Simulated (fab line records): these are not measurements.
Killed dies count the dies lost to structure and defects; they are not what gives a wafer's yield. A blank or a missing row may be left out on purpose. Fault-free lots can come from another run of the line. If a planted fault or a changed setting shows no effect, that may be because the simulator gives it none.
fab line records + flow n5Finfet + part 2 of 2: steps 20 to 28 of 28
record:
- lots: 5
- wafers: 15
- lastDay: 17
route steps=1938 shown BEOL_M6@1197
lots untouched by any fault: they come from a run of this same line in which no faults occurred
startH: the number of hours between the record's first day and the start of the first shown wafer of the lot + waitH: hours from the lot's prior step to this one + " as in the row above + L1.1+2: a single row standing in for several wafers + - either no value or no given start + * or withheld: withheld + < > ~ a bound
route shown NAME@n: a module of which the file shows steps, and the number in the route of the first + usual: mean/standard deviation taken from wafers without a fault + same: alike in all rows + chamber/n: place in a boat + sites: per-site readings + _std_site: their standard deviation + _edge_site: mean of outer sites minus mean of inner sites + radiusMm: how far each site lies from the wafer's centre + mask NAME#n: copy n + behind: the last tool/chamber to shape the wafer + hold: what put the lot on hold/how long, in hours/how the hold closed + device: which transistor (n, p or np) failed to switch + end of line: the route-end tests of the same wafers + a step given without rows: its recipe and nothing more + killed: dies that structure and defects cost at the first sort, which is not the same as the wafer's yield + map: a wafer's dies, marking killed ones x, the rest . and places with no die _
set.NAME: the setting the step ran with; set.NAME@STEP: the setting that earlier step ran with + model.NAME: the simulator's own value behind a step, which no gauge read
lots at some steps of the route; a table a step, a row a wafer
services: when a tool's chamber went out of use (startH, in hours from the record's first day, below 0 if earlier), for how many hours, and the reason
== steps ==
step: N5_BEOL_M6_STRIP_19
recipe:
- chemistry: O2
- powerW: 400
- tempC: 40
- pressureMtorr: 30
- rfFrequencyHz: 6e+07
- biasPowerW: 0
- overashFraction: 0.2
- o2FlowSccm: 225
usual:
- drypumpMotorCurrentA: 5.7/0.44
- oesProductAu: 0.79/0.09
- rfVppV: 3.7/0.64
- showerheadPlenumPTorr: 2.15/0.037
- throttleValvePct: 16.63/0.13
| lot.wafer | tool       | chamber | startH | waitH | drypumpMotorCurrentA | oesProductAu | rfHoursCounterH | rfVppV | showerheadPlenumPTorr | throttleValvePct |
|-----------|------------|---------|--------|-------|----------------------|--------------|-----------------|--------|-----------------------|------------------|
| L077.3    | rieDiel-01 | 0       | 202.72 | 0.1   | 6.3                  | 0.72         | 192             | 4.1    | 2.18                  | 16.62            |
| L077.4    | "          | 1       | "      | "     | 5.7                  | 0.77         | 118             | 3.0    | 2.20                  | 16.60            |
| L077.5    | "          | 0       | "      | "     | 6.3                  | 0.73         | -               | 4.5    | 2.18                  | 16.63            |
| L083.2    | rieDiel-01 | 1       | 237.95 | 0.2   | 5.7                  | 0.75         | 131             | 3.8    | 2.20                  | 16.64            |
| L083.5    | "          | 2       | "      | "     | 5.2                  | 0.91         | -               | 3.8    | 2.15                  | 16.79            |
| L083.6    | "          | 0       | "      | "     | 6.4                  | 0.73         | -               | 3.6    | 2.17                  | 16.66            |
| L086.1    | rieDiel-05 | 0       | 255.85 | 0.1   | 6.4                  | 0.70         | 229             | 3.6    | 2.15                  | 16.50            |
| L086.2    | "          | 3       | "      | "     | 5.7                  | 0.96         | 7               | 4.4    | 2.06                  | 16.62            |
| L086.4    | "          | 1       | "      | "     | 5.1                  | 0.73         | 168             | 4.0    | 2.09                  | 16.40            |
| L092.1    | rieDiel-05 | 3       | 311.35 | 0.2   | 5.7                  | 0.89         | 30              | 4.2    | 2.05                  | 16.67            |
| L092.2    | "          | 2       | "      | "     | 5.9                  | 0.85         | 37              | 4.4    | 2.12                  | 16.47            |
| L092.3    | "          | 1       | "      | "     | 5.1                  | 0.72         | 187             | 3.1    | 2.08                  | 16.42            |
| L097.1    | rieDiel-05 | 3       | 314.30 | 0.1   | 5.7                  | 0.89         | 31              | 3.6    | 2.05                  | 16.66            |
| L097.4    | "          | 1       | "      | "     | 5.1                  | 0.72         | -               | 2.9    | 2.08                  | 16.44            |
| L097.6    | "          | 3       | "      | "     | 5.7                  | 0.90         | -               | 3.5    | 2.05                  | 16.68            |
step: N5_BEOL_M6_CD_MEAS_18
recipe:
- pitchNm: 80
- targetCdNm: 40
usual:
- cdNm: 40.2/0.67
| lot.wafer | tool     | chamber | startH | waitH | cdNm |
|-----------|----------|---------|--------|-------|------|
| L077.3    | cdSem-02 | -       | 202.79 | 0.1   | 40.5 |
| L077.4    | "        | -       | "      | "     | 39.8 |
| L077.5    | "        | -       | "      | "     | 41.2 |
| L083.2    | cdSem-02 | -       | 238.03 | 0.1   | 39.3 |
| L083.5    | "        | -       | "      | "     | 40.0 |
| L083.6    | "        | -       | "      | "     | 40.9 |
| L086.1    | cdSem-03 | -       | 255.92 | 0.0   | 40.5 |
| L086.2    | "        | -       | "      | "     | 40.7 |
| L086.4    | "        | -       | "      | "     | 39.2 |
| L092.1    | cdSem-03 | -       | 311.42 | 0.0   | 40.5 |
| L092.2    | "        | -       | "      | "     | 40.5 |
| L092.3    | "        | -       | "      | "     | 39.6 |
| L097.1    | cdSem-01 | -       | 314.37 | 0.0   | 39.0 |
| L097.4    | "        | -       | "      | "     | 39.6 |
| L097.6    | "        | -       | "      | "     | 39.2 |
step: N5_BEOL_M6_COAT_63
recipe:
- resist: SOC
- tempC: 250
- timeS: 60
- spinRpm: 1500
- resistThkNm: 60
usual:
- chillPlateTempC: 23.00/0.11
- plateTempC: 249.98/0.19
same:
- timeS: 60
| lot.wafer | tool          | chamber | startH | waitH | chillPlateTempC | plateTempC |
|-----------|---------------|---------|--------|-------|-----------------|------------|
| L077.3    | lithoTrack-03 | 0       | 202.88 | 0.1   | 22.96           | 249.69     |
| L077.4    | "             | 0       | "      | "     | 23.05           | 249.74     |
| L077.5    | "             | 0       | "      | "     | 23.04           | 249.84     |
| L083.2    | lithoTrack-04 | 0       | 238.06 | 0.0   | 23.09           | 250.13     |
| L083.5    | "             | 0       | "      | "     | 23.13           | 249.66     |
| L083.6    | "             | 0       | "      | "     | 22.93           | 249.62     |
| L086.1    | lithoTrack-04 | 0       | 256.15 | 0.2   | 23.13           | 250.00     |
| L086.2    | "             | 0       | "      | "     | 23.05           | 249.96     |
| L086.4    | "             | 0       | "      | "     | 23.11           | 250.12     |
| L092.1    | lithoTrack-03 | 0       | 312.96 | 1.5   | 22.91           | 249.94     |
| L092.2    | "             | 0       | "      | "     | 22.96           | 250.12     |
| L092.3    | "             | 0       | "      | "     | 23.03           | 250.19     |
| L097.1    | lithoTrack-04 | 0       | 314.41 | 0.0   | 23.17           | 249.82     |
| L097.4    | "             | 0       | "      | "     | 23.16           | 250.07     |
| L097.6    | "             | 0       | "      | "     | 23.06           | 250.34     |
step: N5_BEOL_M6_COAT_64
recipe:
- resist: SiARC
- tempC: 220
- timeS: 60
- spinRpm: 1500
- resistThkNm: 12
usual:
- chillPlateTempC: 22.99/0.11
- plateTempC: 219.96/0.15
same:
- timeS: 60
| lot.wafer | tool          | chamber | startH | waitH | chillPlateTempC | plateTempC |
|-----------|---------------|---------|--------|-------|-----------------|------------|
| L077.3    | lithoTrack-03 | 0       | -      | -     | 22.71           | 219.95     |
| L077.4    | "             | 0       | "      | "     | 23.02           | 220.02     |
| L077.5    | "             | 0       | "      | "     | 23.20           | 219.80     |
| L083.2    | lithoTrack-04 | 0       | -      | -     | 22.84           | 219.99     |
| L083.5    | "             | 0       | "      | "     | 22.81           | 219.74     |
| L083.6    | "             | 0       | "      | "     | 22.91           | 220.03     |
| L086.1    | lithoTrack-04 | 0       | -      | -     | 22.97           | 219.85     |
| L086.2    | "             | 0       | "      | "     | 22.87           | 219.96     |
| L086.4    | "             | 0       | "      | "     | 22.98           | 219.93     |
| L092.1    | lithoTrack-03 | 0       | -      | -     | 22.95           | 220.31     |
| L092.2    | "             | 0       | "      | "     | 23.01           | 220.00     |
| L092.3    | "             | 0       | "      | "     | 23.11           | 220.34     |
| L097.1    | lithoTrack-04 | 0       | -      | -     | 22.93           | 220.19     |
| L097.4    | "             | 0       | "      | "     | 22.97           | 219.88     |
| L097.6    | "             | 0       | "      | "     | 22.86           | 220.04     |
step: N5_BEOL_M6_COAT_71
recipe:
- resist: underlayer
- tempC: 205
- timeS: 60
- spinRpm: 1500
- resistThkNm: 5
usual:
- chillPlateTempC: 22.98/0.11
- plateTempC: 204.98/0.15
same:
- timeS: 60
| lot.wafer | tool          | chamber | startH | waitH | chillPlateTempC | plateTempC |
|-----------|---------------|---------|--------|-------|-----------------|------------|
| L077.3    | lithoTrack-03 | 0       | -      | -     | 22.91           | 205.00     |
| L077.4    | "             | 0       | "      | "     | 22.88           | 205.18     |
| L077.5    | "             | 0       | "      | "     | 22.84           | 205.01     |
| L083.2    | lithoTrack-04 | 0       | -      | -     | 23.05           | 204.86     |
| L083.5    | "             | 0       | "      | "     | 22.99           | 204.74     |
| L083.6    | "             | 0       | "      | "     | 22.99           | 204.87     |
| L086.1    | lithoTrack-04 | 0       | -      | -     | 22.70           | 205.20     |
| L086.2    | "             | 0       | "      | "     | 22.92           | 205.05     |
| L086.4    | "             | 0       | "      | "     | 23.07           | 205.11     |
| L092.1    | lithoTrack-03 | 0       | -      | -     | 23.14           | 204.75     |
| L092.2    | "             | 0       | "      | "     | 23.13           | 204.97     |
| L092.3    | "             | 0       | "      | "     | 22.90           | 204.83     |
| L097.1    | lithoTrack-04 | 0       | -      | -     | 22.92           | 204.85     |
| L097.4    | "             | 0       | "      | "     | 23.12           | 204.98     |
| L097.6    | "             | 0       | "      | "     | 22.85           | 204.87     |
step: N5_BEOL_M6_COAT_22
recipe:
- resist: CAR-EUV
- spinRpm: 1500
- resistThkNm: 30
usual:
- chillPlateTempC: 22.99/0.097
| lot.wafer | tool          | chamber | startH | waitH | chillPlateTempC |
|-----------|---------------|---------|--------|-------|-----------------|
| L077.3    | lithoTrack-03 | 0       | -      | -     | 23.10           |
| L077.4    | "             | 0       | "      | "     | 23.09           |
| L077.5    | "             | 0       | "      | "     | 23.00           |
| L083.2    | lithoTrack-04 | 0       | -      | -     | 22.92           |
| L083.5    | "             | 0       | "      | "     | 23.02           |
| L083.6    | "             | 0       | "      | "     | 23.07           |
| L086.1    | lithoTrack-04 | 0       | -      | -     | 22.89           |
| L086.2    | "             | 0       | "      | "     | 22.94           |
| L086.4    | "             | 0       | "      | "     | 22.76           |
| L092.1    | lithoTrack-03 | 0       | -      | -     | 22.87           |
| L092.2    | "             | 0       | "      | "     | 23.05           |
| L092.3    | "             | 0       | "      | "     | 23.03           |
| L097.1    | lithoTrack-04 | 0       | -      | -     | 23.05           |
| L097.4    | "             | 0       | "      | "     | 23.05           |
| L097.6    | "             | 0       | "      | "     | 22.96           |
step: N5_BEOL_M6_EBR_24
recipe:
- solvent: PGMEA
- ebrWidthMm: 1.5
usual:
- chillPlateTempC: 23.00/0.099
| lot.wafer | tool          | chamber | startH | waitH | chillPlateTempC |
|-----------|---------------|---------|--------|-------|-----------------|
| L077.3    | lithoTrack-03 | 0       | -      | -     | 23.04           |
| L077.4    | "             | 0       | "      | "     | 23.04           |
| L077.5    | "             | 0       | "      | "     | 22.94           |
| L083.2    | lithoTrack-04 | 0       | -      | -     | 23.07           |
| L083.5    | "             | 0       | "      | "     | 23.09           |
| L083.6    | "             | 0       | "      | "     | 23.07           |
| L086.1    | lithoTrack-04 | 0       | -      | -     | 23.05           |
| L086.2    | "             | 0       | "      | "     | 23.00           |
| L086.4    | "             | 0       | "      | "     | 22.96           |
| L092.1    | lithoTrack-03 | 0       | -      | -     | 23.09           |
| L092.2    | "             | 0       | "      | "     | 23.09           |
| L092.3    | "             | 0       | "      | "     | 23.03           |
| L097.1    | lithoTrack-04 | 0       | -      | -     | 23.01           |
| L097.4    | "             | 0       | "      | "     | 23.08           |
| L097.6    | "             | 0       | "      | "     | 23.10           |
step: N5_BEOL_M6_SOFTBAKE_23
recipe:
- tempC: 110
- timeS: 60
- resist: CAR-EUV
usual:
- chillPlateTempC: 22.98/0.098
- plateTempC: 109.99/0.13
same:
- timeS: 60
| lot.wafer | tool          | chamber | startH | waitH | chillPlateTempC | plateTempC |
|-----------|---------------|---------|--------|-------|-----------------|------------|
| L077.3    | lithoTrack-03 | 0       | -      | -     | 22.81           | 109.98     |
| L077.4    | "             | 0       | "      | "     | 22.99           | 109.98     |
| L077.5    | "             | 0       | "      | "     | 22.93           | 110.09     |
| L083.2    | lithoTrack-04 | 0       | -      | -     | 22.94           | 109.83     |
| L083.5    | "             | 0       | "      | "     | 23.00           | 110.03     |
| L083.6    | "             | 0       | "      | "     | 22.79           | 109.83     |
| L086.1    | lithoTrack-04 | 0       | -      | -     | 23.04           | 110.04     |
| L086.2    | "             | 0       | "      | "     | 23.11           | 109.74     |
| L086.4    | "             | 0       | "      | "     | 23.01           | 109.84     |
| L092.1    | lithoTrack-03 | 0       | -      | -     | 22.90           | 110.08     |
| L092.2    | "             | 0       | "      | "     | 22.94           | 109.89     |
| L092.3    | "             | 0       | "      | "     | 22.99           | 110.04     |
| L097.1    | lithoTrack-04 | 0       | -      | -     | 22.94           | 109.93     |
| L097.4    | "             | 0       | "      | "     | 22.96           | 109.91     |
| L097.6    | "             | 0       | "      | "     | 22.89           | 109.95     |
step: N5_BEOL_M6_EXPOSE_25
recipe:
- maskId: V5
- na: 0.33
- sourceShape: annular
- sigmaInner: 0.4
- sigmaOuter: 0.8
- polarization: unpolarized
- targetCdNm: 40
- doseMj: 45
| lot.wafer  | tool          | chamber | startH | waitH | mask |
|------------|---------------|---------|--------|-------|------|
| L077.3+4+5 | euvScanner-02 | 0       | 203.15 | -     | V5#0 |
| L083.2+5+6 | euvScanner-02 | 0       | 238.20 | -     | V5#0 |
| L086.1+2+4 | euvScanner-02 | 0       | 256.29 | -     | V5#0 |
| L092.1+2+3 | euvScanner-01 | 0       | 313.22 | -     | V5#0 |
| L097.1+4+6 | euvScanner-02 | 0       | 314.67 | -     | V5#0 |
== services ==
| tool           | chamber | startH | hours | kind   |
|----------------|---------|--------|-------|--------|
| arfiScanner-01 | -       | 178.30 | 1.0   | pm     |
| rieDiel-01     | 1       | 182.08 | 1.6   | repair |
| rieMetal-01    | 1       | 182.26 | 8.9   | repair |
| euvScanner-02  | -       | 185.18 | 6.2   | pm     |
| pecvd-01       | -       | 192.75 | 2.8   | pm     |
| euvScanner-02  | -       | 200.45 | 1.0   | pm     |
| euvScanner-01  | -       | 202.33 | 1.0   | pm     |
| pecvd-04       | -       | 206.89 | 0.8   | repair |
| pecvd-01       | -       | 214.89 | 2.5   | repair |
| arfiScanner-01 | -       | 222.98 | 1.3   | pm     |
| rieDiel-05     | -       | 228.13 | 0.4   | repair |
| arfiScanner-03 | -       | 230.35 | 1.0   | pm     |
| rieDiel-01     | 3       | 235.05 | 61.9  | repair |
| arfiScanner-03 | -       | 238.60 | 0.4   | repair |
| euvScanner-02  | -       | 256.60 | 1.0   | pm     |
| euvScanner-02  | -       | 271.19 | 5.8   | pm     |
| rieDiel-05     | 2       | 271.67 | 4.7   | repair |
| rieDiel-01     | 0       | 275.58 | 5.2   | repair |
| rieMetal-03    | -       | 279.12 | 1.4   | pm     |
| rieDiel-05     | 1       | 291.08 | 6.5   | repair |
| euvScanner-02  | -       | 293.84 | 4.6   | pm     |
| rieDiel-03     | 1       | 302.27 | 7.5   | repair |
| pecvd-01       | 2       | 307.36 | 4.2   | repair |
| euvScanner-02  | -       | 312.75 | 1.0   | pm     |
